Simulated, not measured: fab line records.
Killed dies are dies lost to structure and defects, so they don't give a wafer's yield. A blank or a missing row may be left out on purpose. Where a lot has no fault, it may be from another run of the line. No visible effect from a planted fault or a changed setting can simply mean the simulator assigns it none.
Which tool was responsible? -- flow n5 finfet -- 9 lots, 27 wafers sampled, at 4 steps of a route of 1938

## WHAT THE GAUGES READ, wafer by wafer
N5_SPACER0_INSPECT_04: inspects for defects (darkfield).
lot,measured,on,raw defect count
L220,day 3 00:20,defect inspect-02,88 127 87
L222,day 3 12:55,defect inspect-01,93 107 86
L229,day 5 05:07,defect inspect-02,124 148 190
L233,day 6 04:39,defect inspect-02,112 145 138
L235,day 6 17:29,defect inspect-01,138 122 98
L236,day 7 01:18,defect inspect-01,162 101 146
L239,day 7 18:28,defect inspect-01,114 117 111
L242,day 8 12:43,defect inspect-02,101 137 134
L243,day 8 19:07,defect inspect-01,155 173 105

## TOOL THAT RAN EACH LOT (tool first, then ch and the chambers of the sampled wafers, then the start)
lot,N5_DUMMY_GATE_CMP_04,N5_DUMMY_GATE_ETCH_31,N5_DUMMY_GATE_ETCH_42
L220,"cmp-02 ch 1,2,3, day 2 17:31","rie diel-02 ch 0,2, day 2 22:43","rie diel-05 ch 1,2, day 2 23:14"
L222,"cmp-03 ch 0,2, day 3 05:25","rie diel-05 ch 0,1,2, day 3 10:29","rie diel-06 ch 1,2,3, day 3 10:59"
L229,"cmp-02 ch 0,1,3, day 4 22:46","rie diel-06 ch 0,2, day 5 03:47","rie diel-02 ch 0,1, day 5 04:17"
L233,"cmp-02 ch 0,2, day 5 22:16","rie diel-06 ch 1,2,3, day 6 03:19","rie diel-02 ch 0,2, day 6 03:49"
L235,"cmp-02 ch 1,2,3, day 6 10:31","rie diel-06 ch 0,2,3, day 6 15:50","rie diel-05 ch 1,2,3, day 6 16:20"
L236,"cmp-04 ch 0,1,2, day 6 16:46","rie diel-06 ch 0,3, day 6 23:58","rie diel-02 ch 0,2,3, day 7 00:28"
L239,"cmp-02 ch 0,1, day 7 11:51","rie diel-06 ch 0,1,2, day 7 17:04","rie diel-02 ch 0,3, day 7 17:37"
L242,"cmp-03 ch 0,2,3, day 8 05:22","rie diel-05 ch 0,2,3, day 8 11:19","rie diel-05 ch 0,1,2, day 8 11:53"
L243,"cmp-04 ch 0,1,3, day 8 11:17","rie diel-05 ch 0,1,2, day 8 17:25","rie diel-05 ch 0,1,2, day 8 18:00"
- N5_DUMMY_GATE_CMP_04: polishes a-Si.
- N5_DUMMY_GATE_ETCH_31: etches SiO2 in C4F6/O2, target depth 82.5 nm, time 27.5 s.
- N5_DUMMY_GATE_ETCH_42: etches SiO2 in CHF3/O2, target depth 3.5 nm, time 31 s.

## THE ANSWER, worked out from the rows above alone
Rule: the usual values come from the lots themselves. The widest of any qualifying gaps counts: lots, ordered by their means at a reading, are off when they make up no more than a third of the lots, leave a main group of 4 or more, and stand apart from it by 3 or more times the standard deviation of that group's means. If all means in a main group match to the digits the tables above print for the reading, that group is not used. Also off: a lot with no number at a reading for which 4 or more lots have one. All remaining lots with rows at the step are treated as sound.
Nothing can be told from this: no lot is off at any reading shown.

## WHAT THE SIMULATOR HAD INSERTED
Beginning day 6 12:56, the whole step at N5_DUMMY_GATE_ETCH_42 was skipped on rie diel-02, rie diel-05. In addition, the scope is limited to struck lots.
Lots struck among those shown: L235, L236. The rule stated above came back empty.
